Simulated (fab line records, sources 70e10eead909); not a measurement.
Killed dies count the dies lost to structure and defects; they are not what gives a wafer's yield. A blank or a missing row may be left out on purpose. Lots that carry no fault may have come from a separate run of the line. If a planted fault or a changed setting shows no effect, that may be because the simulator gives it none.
Struck lot and sound lot, side by side :: flow nand_harc :: 15 steps out of a route of 1159
Sound: the wafers L773.1, L773.5, L773.6. Struck: wafers L786.2, L786.3, L786.5. At the end, the cause is stated.
For every step that has rows: the tool of each side, followed by ch and its chambers, followed by its first start. Under that, the readings that differ: sound wafers :: struck wafers :: difference of the means :: sigmas: that difference in standard deviations of wafers without a fault.
alike: a reading whose means differ by less than 2 such deviations, as well as words and numbers matching on both sides. not compared: withheld readings; readings where some wafer has no value; bounds like >300 that might hide an equal value; numbers whose values overlap and for which the record gives no deviation.
The two part at a step that has a row with sigmas, a row that says differs or no value, or rows on one side only. Numbers that have no deviation but don't overlap get no sigmas and don't part them. A reading missing from all wafers of one side parts the sides only when that side holds two or more wafers.

first, 4 steps without rows for these wafers: NHARC_P_BONDPAD_EBR_05; NHARC_P_BONDPAD_EXPOSE_06 (exposes mask P BPAD); NHARC_P_BONDPAD_PEB_07 (peb time 80 s); NHARC_P_BONDPAD_DEVELOP_08 (time 50 s).
NHARC_P_BONDPAD_CD_MEAS_09: target cd 500 nm.
  sound on cd_sem-02 ch 0, day 8 08:29; struck on cd_sem-03 ch 0, day 10 23:41
  alike: cd_nm
NHARC_P_BONDPAD_OVL_MEAS_38:
  struck on overlay-02, day 10 23:47; sound on overlay-01, day 8 08:34
reading: overlay_y_nm (nm)
sound: -12 -12 -13
struck: 19 19 20
difference: +32
sigmas: +4
  alike: overlay_x_nm
then, 1 step without rows for these wafers: NHARC_P_BONDPAD_HARDBAKE_10 (time 65 s).
NHARC_P_BONDPAD_DESCUM_11: chemistry O2, time 3 s.
  sound on rie_diel-01 ch 0,1,2, day 8 08:43; struck on rie_diel-01 ch 1,2, day 10 23:55
reading: throttle_valve_pct (%)
sound: 11.303 11.304 11.305
struck: 11.329 11.302 11.337
difference: +0.019
sigmas: +2
  alike: drypump_motor_current_A, oes_product_au, rf_vpp_V, showerhead_plenum_p_Torr
  not compared: rf_hours_counter_h
NHARC_P_BONDPAD_ETCH_37: etches the open film in N2/H2, target depth 60 nm, overetch 18 nm, time 65.91 s.
  sound on rie_diel-01 ch 2,3, day 8 08:47; struck on rie_diel-01 ch 0,1, day 10 23:59
  alike: bias_w, drypump_motor_current_A, oes_product_au, rf_fwd_power_W, rf_vpp_V, showerhead_plenum_p_Torr, throttle_valve_pct
  not compared: rf_hours_counter_h
NHARC_P_BONDPAD_ETCH_12: etches the open film in CHF3/O2, target depth 200 nm, time 100 s.
  sound on rie_diel-01 ch 1,2; struck on rie_diel-01 ch 1,2,3
reading: oes_product_au (a.u.)
sound: 0.919 0.930 0.922
struck: 0.976 0.962 0.975
difference: +0.047
sigmas: +2
  alike: bias_w, drypump_motor_current_A, rf_fwd_power_W, rf_vpp_V, showerhead_plenum_p_Torr, throttle_valve_pct
  not compared: rf_hours_counter_h
NHARC_P_BONDPAD_CD_MEAS_13:
  struck on cd_sem-02, day 11 00:13; sound on cd_sem-03, day 8 09:01
  alike: cd_nm
NHARC_P_BONDPAD_STRIP_15: strips in O2.
  sound on rie_diel-01 ch 1,2,3, day 8 09:09; struck on rie_diel-01 ch 0,1, day 11 00:17
reading: oes_product_au (a.u.)
sound: 1.005 0.991 0.992
struck: 1.013 1.016 1.023
difference: +0.021
sigmas: +2
  alike: drypump_motor_current_A, rf_vpp_V, showerhead_plenum_p_Torr, throttle_valve_pct
  not compared: rf_hours_counter_h
NHARC_P_BONDPAD_ETCH_24: etches the open film in CF4/N2, target depth 30 nm, time 72.99 s.
  sound on rie_diel-01 ch 1,3, day 8 09:19; struck on rie_diel-01 ch 0,1, day 11 00:27
reading: oes_product_au (a.u.)
sound: 0.992 0.983 1.005
struck: 0.762 0.749 0.750
difference: -0.240
sigmas: -24

reading: rf_fwd_power_W (W)
sound: 298.7 298.7 298.8
struck: 177.1 177.6 177.2
difference: -121.4
sigmas: -99 or more
  alike: bias_w, cf4_flow_sccm, drypump_motor_current_A, rf_vpp_V, showerhead_plenum_p_Torr, throttle_valve_pct
  not compared: rf_hours_counter_h
then, 1 step without rows for these wafers: NHARC_P_BONDPAD_STRIP_16 (strips in post etch residue remover, time 600 s).
-- jump in the record: it breaks off in module P_BONDPAD and resumes in module END (first step shown: number 1159 of the route), and 13 days separate the struck wafers' starts before and after --
NHARC_END_SORT_01:
  sound on prober-02 ch 0, day 21 08:35; struck on prober-02 ch 0, day 23 22:31
reading: defect_limited_yield (%)
sound: 93.6 94.7 94.2
struck: 0 0 0
difference: -94
sigmas: -59

reading: killed_at_periphery
sound: 1 3 1
struck: 655 650 652
difference: +651
sigmas: +99 or more

reading: killed_dies
sound: 43 36 39
struck: 677 677 677
difference: +638
sigmas: +58

reading: sort_bin_2_pct (%)
sound: 1.9 2.1 1.9
struck: 97.6 96.8 96.9
difference: +95.1
sigmas: +99 or more

reading: sort_n_pass
sound: 634 641 638
struck: 0 0 0
difference: -638
sigmas: -58

reading: sort_rim_yield_pct (%)
sound: 90.6 98.1 92.5
struck: 0 0 0
difference: -94
sigmas: -35

reading: sort_yield_pct (%)
sound: 93.6 94.7 94.2
struck: 0 0 0
difference: -94
sigmas: -59
  alike: killed_at_array, killed_at_other, killed_open, killed_short, sort_bin_3_pct, sort_bin_4_pct

## WHERE THEY PART
At NHARC_P_BONDPAD_OVL_MEAS_38 first; at NHARC_END_SORT_01 last (within this record only).

WHY: whatever the simulator had introduced
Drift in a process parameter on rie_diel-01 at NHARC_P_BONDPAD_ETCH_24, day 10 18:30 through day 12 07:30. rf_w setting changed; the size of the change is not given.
